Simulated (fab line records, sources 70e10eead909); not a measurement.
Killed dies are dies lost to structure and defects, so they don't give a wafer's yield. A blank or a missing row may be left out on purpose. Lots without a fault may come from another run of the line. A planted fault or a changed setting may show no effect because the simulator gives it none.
Which tool did it? | flow nand_harc | 13 lots, 36 wafers sampled, at 5 steps of a route of 1302

WHAT THE GAUGES READ, wafer by wafer
NHARC_P_M0_INSPECT_27.
lot  | measured     | on                | raw_defect_count
L627 | day 6 05:30  | defect_inspect-01 | 289 413 493
L629 | day 7 00:28  | defect_inspect-01 | 315 295 295
L628 | day 7 00:58  | defect_inspect-02 | 565 427 700
L630 | day 7 13:05  | defect_inspect-01 | 338 540 483
L632 | day 8 10:31  | defect_inspect-01 | 272 268 351
L633 | day 8 21:04  | defect_inspect-01 | 355 547 519
L634 | day 9 01:50  | defect_inspect-02 | 272 225 286
L636 | day 10 01:19 | defect_inspect-01 | 261 171 210
L644 | day 13 01:53 | defect_inspect-02 | 180 207
L643 | day 13 02:28 | defect_inspect-01 | 264 212 258
L645 | day 13 16:01 | defect_inspect-02 | 352
L646 | day 13 23:26 | defect_inspect-01 | 495 266 281
L647 | day 14 22:37 | defect_inspect-02 | 251 238 179

NHARC_END_SORT_01.
lot  | measured     | on        | defect_limited_yield (%) | killed_at_array | killed_at_other | killed_at_periphery | killed_dies | killed_open | killed_short | sort_bin_2_pct (%) | sort_bin_3_pct (%) | sort_bin_4_pct (%) | sort_n_pass | sort_rim_yield_pct (%) | sort_yield_pct (%)
L644 | day 31 07:44 | prober-01 | 75 87                    | 72 77           | 1 0             | 97 10               | 170 87      | 3 5         | 1 4          | 10.6 5.6           | 4.6 0.6            | 9.9 6.6            | 507 590     | 92 90                  | 75 87
L645 | day 32 07:16 | prober-02 | 81                       | 40              | 0               | 89                  | 129         | 4           | 2            | 7.5                | 4.1                | 7.4                | 548         | 99                     | 81

WHICH TOOL RAN EACH LOT (tool, then ch and the chambers of the sampled wafers, then the start)
lot  | NHARC_P_M0_DEP_32               | NHARC_P_M1_STRIP_18                | NHARC_P_M1_PVD_20
L627 | pecvd-03 ch 1,2, day 6 05:41    | rie_diel-10 ch 0,1,2, day 6 07:29  | pvd_sputter-03, day 6 08:13
L629 | pecvd-03 ch 0,1,2, day 7 00:37  | rie_diel-08 ch 1,2,3, day 7 02:25  | pvd_sputter-02, day 7 03:10
L628 | pecvd-04 ch 1,2, day 7 01:20    | rie_diel-08 ch 0,1, day 7 03:04    | pvd_sputter-03, day 7 03:49
L630 | pecvd-04 ch 0,1, day 7 13:20    | rie_diel-08 ch 0,1, day 7 15:05    | pvd_sputter-02, day 7 15:53
L632 | pecvd-03 ch 0,1,2, day 8 10:40  | rie_diel-08 ch 2,3, day 8 12:30    | pvd_sputter-03, day 8 13:15
L633 | pecvd-04 ch 0,1,2, day 8 21:15  | rie_diel-10 ch 1,2,3, day 8 23:05  | pvd_sputter-01, day 8 23:47
L634 | pecvd-01 ch 0,1,2, day 9 01:59  | rie_diel-12 ch 0,1,2, day 9 03:47  | pvd_sputter-01, day 9 04:32
L636 | pecvd-03 ch 0,2, day 10 01:31   | rie_diel-10 ch 0,1,3, day 10 03:20 | pvd_sputter-02, day 10 04:03
L644 | pecvd-04 ch 0,2, day 13 02:02   | rie_diel-10 ch 1,3, day 13 03:51   | pvd_sputter-01, day 13 04:35
L643 | pecvd-03 ch 1,2, day 13 02:39   | rie_diel-12 ch 0,3, day 13 04:23   | pvd_sputter-03, day 13 05:08
L645 | pecvd-04 ch 2, day 13 16:20     | rie_diel-10 ch 0, day 13 18:07     | pvd_sputter-01, day 13 18:47
L646 | pecvd-04 ch 0,1,2, day 13 23:35 | rie_diel-12 ch 0,1,2, day 14 01:17 | pvd_sputter-03, day 14 02:04
L647 | pecvd-03 ch 0,1,2, day 14 22:48 | rie_diel-08 ch 1,3, day 15 00:40   | pvd_sputter-03, day 15 01:24
- NHARC_P_M0_DEP_32: deposits SiCN, target thk 30 nm.
- NHARC_P_M1_STRIP_18: strips in N2/H2.
- NHARC_P_M1_PVD_20: deposits TaN, target thk 5 nm, time 8.06 s.

WHAT THE TOOLS THEMSELVES READ (means of the sampled wafers that have a number; where no wafer has one, the mark that the record gives instead)
NHARC_P_M0_DEP_32.
lot  | tool     | heater_power_w (W)
L627 | pecvd-03 | 586
L629 | pecvd-03 | 496
L628 | pecvd-04 | 645
L630 | pecvd-04 | 597
L632 | pecvd-03 | 532
L633 | pecvd-04 | 602
L634 | pecvd-01 | 590
L636 | pecvd-03 | 519
L644 | pecvd-04 | 534
L643 | pecvd-03 | 565
L645 | pecvd-04 | 624
L646 | pecvd-04 | 596
L647 | pecvd-03 | 561

NHARC_P_M1_STRIP_18.
lot  | tool        | chamber_pressure_mTorr (mTorr) | drypump_motor_current_A (A) | oes_product_au (a.u.) | rf_vpp_V (V) | showerhead_plenum_p_Torr (Torr) | throttle_valve_pct (%)
L627 | rie_diel-10 | 29.963                         | 5.3                         | 0.995                 | 90.3         | 2.07                            | 14.164
L629 | rie_diel-08 | 29.994                         | 5.7                         | 0.997                 | 89.8         | 2.01                            | 14.182
L628 | rie_diel-08 | 30.025                         | 5.8                         | 1.000                 | 91.3         | 2.11                            | 14.168
L630 | rie_diel-08 | 29.999                         | 5.9                         | 1.006                 | 91.5         | 2.04                            | 14.174
L632 | rie_diel-08 | 29.997                         | 5.6                         | 0.995                 | 90.0         | 1.93                            | 14.167
L633 | rie_diel-10 | 29.998                         | 5.3                         | 0.994                 | 90.4         | 2.00                            | 14.170
L634 | rie_diel-12 | 29.992                         | 5.9                         | 1.001                 | 90.4         | 1.97                            | 14.174
L636 | rie_diel-10 | 29.998                         | 5.5                         | 1.004                 | 90.2         | 2.02                            | 14.177
L644 | rie_diel-10 | 30.015                         | 5.5                         | 1.000                 | 89.5         | 1.94                            | 14.162
L643 | rie_diel-12 | 29.983                         | 6.0                         | 0.999                 | 90.6         | 1.97                            | 14.174
L645 | rie_diel-10 | 30.021                         | 5.5                         | 1.010                 | 92.3         | 2.18                            | 14.170
L646 | rie_diel-12 | 29.993                         | 5.9                         | 0.989                 | 89.9         | 1.96                            | 14.167
L647 | rie_diel-08 | 29.996                         | 5.5                         | 1.007                 | 90.1         | 2.01                            | 14.178

NHARC_P_M1_PVD_20.
lot  | tool           | throttle_valve_pct (%)
L627 | pvd_sputter-03 | 30.0
L629 | pvd_sputter-02 | 29.5
L628 | pvd_sputter-03 | 29.3
L630 | pvd_sputter-02 | 30.3
L632 | pvd_sputter-03 | 30.2
L633 | pvd_sputter-01 | 29.6
L634 | pvd_sputter-01 | 29.3
L636 | pvd_sputter-02 | 29.4
L644 | pvd_sputter-01 | 29.8
L643 | pvd_sputter-03 | 29.7
L645 | pvd_sputter-01 | 29.8
L646 | pvd_sputter-03 | 29.2
L647 | pvd_sputter-03 | 28.8

THE ANSWER, worked out from the rows above alone
Rule: what is usual is taken from the lots themselves. Put in order of their means at a reading, lots are off if they are a third of the lots or fewer, leave a main group of 4 or more, and stand apart from it by a gap of 3 or more times the standard deviation of the main group's means; of several such gaps the widest counts. A main group whose means are all the same, to the digits that the tables above print for the reading, isn't used. A lot without any number at a reading at which 4 lots or more have one is off too. The other lots that the step has rows for count as sound. The gauges are gone through in route order, then the tools' own readings, and for those a lot's mean is taken as printed above. The first step at which some lot is off is used, and at that step the reading that is off furthest; a lot without a number counts as furthest.
No lot is off at any reading shown: from this, nothing can be told.

WHAT THE SIMULATOR HAD PUT IN
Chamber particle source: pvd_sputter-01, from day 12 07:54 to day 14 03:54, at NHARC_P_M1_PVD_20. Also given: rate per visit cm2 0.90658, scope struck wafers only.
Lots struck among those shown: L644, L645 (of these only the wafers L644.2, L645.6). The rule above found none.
